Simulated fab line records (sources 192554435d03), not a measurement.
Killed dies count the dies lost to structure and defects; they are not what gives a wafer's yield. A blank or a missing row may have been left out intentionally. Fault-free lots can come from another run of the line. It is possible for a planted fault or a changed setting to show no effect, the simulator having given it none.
Split-lot trial + flow n5_finfet + 21 wafers read across 7 lots, on a route 1938 steps long

SPLIT DETAILS
At N5_MOL_CONTACT_COAG_EXPOSE_05 (exposes mask CA, defocus 0 nm), the setting dose_mj was moved away from the recipe's 38.25 on 7 of the 21 wafers read, by -7.3% to +6.5%. For the rest of the wafers, this setting stayed at what the recipe calls for.

FROM THE SPLIT TO THE READING: what the file shows between them, 11 steps
- N5_MOL_CONTACT_COAG_PEB_06: peb time 60 s
- N5_MOL_CONTACT_COAG_DEVELOP_07: develop time 30 s
- N5_MOL_CONTACT_COAG_CD_MEAS_08: target cd 28 nm
- N5_MOL_CONTACT_COAG_DESCUM_13: chemistry O2, time 7 s
- N5_MOL_CONTACT_COAG_ETCH_59: etches underlayer in N2/H2, target depth 13 nm, time 10.4 s
- N5_MOL_CONTACT_COAG_ETCH_105: etches SiARC in CF4, target depth 15.6 nm, time 26 s
- N5_MOL_CONTACT_COAG_CONTACT_ETCH_14: etches SiO2 in C4F6/O2, target depth 27.5 nm, overetch 8.5 nm, time 20 s (also split here: source_w)
- N5_MOL_CONTACT_COAG_STRIP_109: strips in C4F6/O2
- N5_MOL_CONTACT_COAG_ETCH_15: etches SiNx in CH3F/O2, stops on Si:P, target depth 7 nm
- N5_MOL_CONTACT_COAG_ETCH_110: etches Si in CF4/O2, target depth 2.5 nm, time 8 s
- N5_MOL_CONTACT_COAG_STRIP_98: strips in N2/H2

THE READING
cd_nm (nm) at N5_MOL_CONTACT_COAG_CD_MEAS_99, where the cd target is 17.2 nm. A value of 17.3 nm with a standard deviation of 0.44 nm is what fault-free wafers of this fab line usually give.

| wafer  | tool, chamber at the split | dose_mj as run | against the recipe | cd_nm, nm | against lot-mates on the recipe |
|--------|----------------------------|----------------|--------------------|-----------|---------------------------------|
| L075.1 | euv_scanner-01, 0          | 38.25          | recipe             | 16.7      | -                               |
| L075.2 | euv_scanner-01, 0          | 38.25          | recipe             | 16.4      | -                               |
| L075.3 | euv_scanner-01, 0          | 35.47          | -7.3%              | 15.1      | -1.4                            |
| L079.1 | euv_scanner-01, 0          | 38.25          | recipe             | 17.9      | -                               |
| L079.2 | euv_scanner-01, 0          | 38.25          | recipe             | 17.3      | -                               |
| L079.5 | euv_scanner-01, 0          | 38.25          | recipe             | 17.5      | -                               |
| L081.3 | euv_scanner-02, 0          | 38.25          | recipe             | 17.3      | -                               |
| L081.5 | euv_scanner-02, 0          | 38.25          | recipe             | 17.1      | -                               |
| L081.6 | euv_scanner-02, 0          | 36.69          | -4.1%              | 16.3      | -0.9                            |
| L086.2 | euv_scanner-02, 0          | 40.73          | +6.5%              | 18.7      | +0.9                            |
| L086.4 | euv_scanner-02, 0          | 40.73          | +6.5%              | 19.1      | +1.3                            |
| L086.6 | euv_scanner-02, 0          | 38.25          | recipe             | 17.8      | -                               |
| L091.3 | euv_scanner-01, 0          | 39.95          | +4.4%              | 17.6      | +0.5                            |
| L091.4 | euv_scanner-01, 0          | 38.25          | recipe             | 17.1      | -                               |
| L091.6 | euv_scanner-01, 0          | 38.25          | recipe             | 17.1      | -                               |
| L090.4 | euv_scanner-02, 0          | 38.25          | recipe             | 17.5      | -                               |
| L090.5 | euv_scanner-02, 0          | 40.23          | +5.2%              | 18.4      | +0.9                            |
| L090.6 | euv_scanner-02, 0          | 40.23          | +5.2%              | 18.5      | +1.0                            |
| L097.1 | euv_scanner-01, 0          | 38.25          | recipe             | 17.4      | -                               |
| L097.2 | euv_scanner-01, 0          | 38.25          | recipe             | 16.8      | -                               |
| L097.4 | euv_scanner-01, 0          | 38.25          | recipe             | 17.0      | -                               |

THE FIT
A straight line over all 21 wafers: cd_nm changes by +0.248 nm for each +1% of dose_mj; r = +0.91; the points scatter about the line by 0.39 nm.
The same after taking each lot's own level away (the mean of its wafers on the recipe; 21 wafers): +0.181 nm for each +1%; r = +0.96; scatter 0.18 nm.
That fit puts the effect of the largest move of dose_mj on the reading at 1.3 nm.
Measured against the standard deviation above, the lots' own levels, which go from 16.55 to 17.80 nm, span 2.8 times it.
So the lot-to-lot level changes the slope: the two fits differ.
Check: -1.3 nm against its lot-mates is what the line predicts for one of the wafers moved furthest among these (-7.3%) when that wafer is left out of the fit. It came out at -1.45 nm against them.

ADDITIONAL SPLITS CARRIED BY THESE WAFERS
These wafers also went through other splits before the reading. Each is held against what the fit with the lots' levels taken away leaves over:
| other split on the same wafers               | wafers away from the commonest value | r with cd_nm (lot level and that fit taken away) |
|----------------------------------------------|--------------------------------------|--------------------------------------------------|
| N5_SDB_EXPOSE_08 dose_mj                     | 8                                    | +0.36                                            |
| N5_GATE_CUT_ETCH_58 source_w                 | 6                                    | -0.26                                            |
| N5_MOL_CONTACT_COAG_CONTACT_ETCH_14 source_w | 7                                    | +0.05                                            |

THE WHOLE CHAIN: every reading that the file lists as answering this split, in the file's order
| step                           | what it does                                                | reading                                                                        | change (the file's fit)               | r (the file's) |
|--------------------------------|-------------------------------------------------------------|--------------------------------------------------------------------------------|---------------------------------------|----------------|
| N5_MOL_CONTACT_COAG_CD_MEAS_08 | target cd 28 nm                                             | cd_nm                                                                          | +0.243 nm for each +1% of the setting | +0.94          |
| N5_MOL_CONTACT_COAG_ETCH_59    | etches underlayer in N2/H2, target depth 13 nm, time 10.4 s | MOL_CONTACT_COAG.cd_offset_nm (the simulator's own value, which no gauge read) | +0.228 nm for each +1% of the setting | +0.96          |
| N5_MOL_CONTACT_COAG_ETCH_105   | etches SiARC in CF4, target depth 15.6 nm, time 26 s        | MOL_CONTACT_COAG.cd_offset_nm (the simulator's own value, which no gauge read) | +0.224 nm for each +1% of the setting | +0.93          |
| N5_MOL_CONTACT_COAG_ETCH_110   | etches Si in CF4/O2, target depth 2.5 nm, time 8 s          | MOL_CONTACT_COAG.cd_offset_nm (the simulator's own value, which no gauge read) | +0.173 nm for each +1% of the setting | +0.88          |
| N5_MOL_CONTACT_COAG_CD_MEAS_99 | target cd 17.2 nm                                           | cd_nm                                                                          | +0.182 nm for each +1% of the setting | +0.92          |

THE FILE'S OWN FIT
cd_nm changes by +0.182 nm for each +1% of dose_mj, r = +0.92.
